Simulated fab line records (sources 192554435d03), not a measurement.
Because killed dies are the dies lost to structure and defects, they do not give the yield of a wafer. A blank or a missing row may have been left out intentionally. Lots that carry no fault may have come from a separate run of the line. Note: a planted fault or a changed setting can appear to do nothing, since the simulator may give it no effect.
Split-lot experiment :: flow n5-finfet :: on a route of 1938 steps: 7 lots, 21 wafers read

ON THE SPLIT
At N5_BEOL_M7_ILD_DEP_00 (deposits SiCOH lowk from DEMS/porogen, target thk 179.75 nm, time 33.4 s), the setting time-s was moved away from the recipe's 33.4 s on 8 of the 21 wafers read, by -8.4% to +13.2%. All remaining wafers had this setting at the recipe value.

BETWEEN THE SPLIT AND THE READING: the file shows 1 step in between
- N5_BEOL_M7_CURE_74: cures SiCOH lowk, time 240 s

THE READING
M7_ILD_THK at N5_BEOL_M7_THK_MEAS_01, in nm. On this fab line, fault-free wafers typically give 154.7 nm with a standard deviation of 1.8 nm.

wafer: L074.1
tool, chamber at the split: pecvd-01, 2
time-s as run, s: 30.58
against the recipe: -8.4%
M7_ILD_THK, nm: 143.1
against lot-mates on the recipe: -10.8

wafer: L074.3
tool, chamber at the split: pecvd-01, 1
time-s as run, s: 33.4
against the recipe: recipe
M7_ILD_THK, nm: 153.9
against lot-mates on the recipe: -

wafer: L074.6
tool, chamber at the split: pecvd-01, 0
time-s as run, s: 30.58
against the recipe: -8.4%
M7_ILD_THK, nm: 141.1
against lot-mates on the recipe: -12.8

wafer: L075.1
tool, chamber at the split: pecvd-02, 0
time-s as run, s: 33.4
against the recipe: recipe
M7_ILD_THK, nm: 152.2
against lot-mates on the recipe: -

wafer: L075.2
tool, chamber at the split: pecvd-02, 1
time-s as run, s: 33.4
against the recipe: recipe
M7_ILD_THK, nm: 154.0
against lot-mates on the recipe: -

wafer: L075.5
tool, chamber at the split: pecvd-02, 1
time-s as run, s: 33.4
against the recipe: recipe
M7_ILD_THK, nm: 156.2
against lot-mates on the recipe: -

wafer: L077.1
tool, chamber at the split: pecvd-04, 2
time-s as run, s: 33.4
against the recipe: recipe
M7_ILD_THK, nm: 155.0
against lot-mates on the recipe: -

wafer: L077.3
tool, chamber at the split: pecvd-04, 0
time-s as run, s: 33.4
against the recipe: recipe
M7_ILD_THK, nm: 151.9
against lot-mates on the recipe: -

wafer: L077.6
tool, chamber at the split: pecvd-04, 1
time-s as run, s: 31.19
against the recipe: -6.6%
M7_ILD_THK, nm: 144.4
against lot-mates on the recipe: -9.0

wafer: L083.2
tool, chamber at the split: pecvd-02, 0
time-s as run, s: 34.85
against the recipe: +4.3%
M7_ILD_THK, nm: 160.8
against lot-mates on the recipe: +4.1

wafer: L083.5
tool, chamber at the split: pecvd-02, 0
time-s as run, s: 33.4
against the recipe: recipe
M7_ILD_THK, nm: 157.8
against lot-mates on the recipe: -

wafer: L083.6
tool, chamber at the split: pecvd-02, 2
time-s as run, s: 33.4
against the recipe: recipe
M7_ILD_THK, nm: 155.6
against lot-mates on the recipe: -

wafer: L088.1
tool, chamber at the split: pecvd-02, 2
time-s as run, s: 35.55
against the recipe: +6.4%
M7_ILD_THK, nm: 164.4
against lot-mates on the recipe: +7.7

wafer: L088.4
tool, chamber at the split: pecvd-02, 2
time-s as run, s: 35.55
against the recipe: +6.4%
M7_ILD_THK, nm: 166.9
against lot-mates on the recipe: +10.2

wafer: L088.5
tool, chamber at the split: pecvd-02, 1
time-s as run, s: 33.4
against the recipe: recipe
M7_ILD_THK, nm: 156.7
against lot-mates on the recipe: -

wafer: L090.3
tool, chamber at the split: pecvd-01, 0
time-s as run, s: 30.99
against the recipe: -7.2%
M7_ILD_THK, nm: 142.5
against lot-mates on the recipe: -13.6

wafer: L090.5
tool, chamber at the split: pecvd-01, 0,2
time-s as run, s: 33.4
against the recipe: recipe
M7_ILD_THK, nm: 156.2
against lot-mates on the recipe: -

wafer: L090.6
tool, chamber at the split: pecvd-01, 0,2
time-s as run, s: 33.4
against the recipe: recipe
M7_ILD_THK, nm: 156.1
against lot-mates on the recipe: -

wafer: L093.1
tool, chamber at the split: pecvd-01, 1
time-s as run, s: 33.4
against the recipe: recipe
M7_ILD_THK, nm: 152.9
against lot-mates on the recipe: -

wafer: L093.4
tool, chamber at the split: pecvd-01, 2
time-s as run, s: 37.8
against the recipe: +13.2%
M7_ILD_THK, nm: 175.7
against lot-mates on the recipe: +20.5

wafer: L093.5
tool, chamber at the split: pecvd-01, 2
time-s as run, s: 33.4
against the recipe: recipe
M7_ILD_THK, nm: 157.5
against lot-mates on the recipe: -
Where a row lists several chambers, the file gives one row for several wafers and doesn't say which wafer went through which chamber.

THE FIT
A straight line over all 21 wafers: M7_ILD_THK changes by +1.58 nm for each +1% of time-s; r = +0.98; the points scatter about the line by 1.7 nm.
The same after taking each lot's own level away (the mean of its wafers on the recipe; 21 wafers): +1.48 nm for each +1%; r = +0.98; scatter 1.6 nm.
On that fit, the largest move of time-s shifts the reading by 20 nm.
From 153.45 to 156.70 nm: that is the span of the lots' own levels, equal to 1.8 times the standard deviation above.
So the lot-to-lot level changes the slope little: the two slopes agree.
Check: with one of the wafers moved furthest among these (+13.2%) left out of the fit, the line predicts +18.6 nm for it against its lot-mates. Against them it came out at +20.5 nm.

OTHER SPLITS ON THESE WAFERS
Other splits were also applied to these wafers ahead of the reading. Each is held against what the fit with the lots' levels taken away leaves over:
other split on the same wafers: N5_BEOL_M6_ILD_DEP_00 time-s
wafers away from the commonest value: 9
r with M7_ILD_THK (lot level and that fit taken away): -0.06

other split on the same wafers: N5_BEOL_M6_HM_DEP_02 target-thk-a
wafers away from the commonest value: 9
r with M7_ILD_THK (lot level and that fit taken away): -0.27

THE WHOLE CHAIN: every reading that the file lists as answering this split, in the file's order
step: N5_BEOL_M7_ILD_DEP_00
what it does: deposits SiCOH lowk from DEMS/porogen, target thk 179.75 nm, time 33.4 s
reading: SiCOH_lowk_of_BEOL_M7_ILD_DEP_00.thk-nm (the simulator's own value, which no gauge read)
change (the file's fit): +1.72 nm for each +1% of the setting
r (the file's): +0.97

step: N5_BEOL_M7_CURE_74
what it does: cures SiCOH lowk, time 240 s
reading: SiCOH_lowk_of_BEOL_M7_ILD_DEP_00.thk-nm (the simulator's own value, which no gauge read)
change (the file's fit): +1.5 nm for each +1% of the setting
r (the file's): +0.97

step: N5_BEOL_M7_THK_MEAS_01
what it does: 
reading: M7_ILD_THK
change (the file's fit): +1.51 for each +1% of the setting
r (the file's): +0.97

FILE'S OWN FIT
M7_ILD_THK changes by +1.51 nm for each +1% of time-s, r = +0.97.
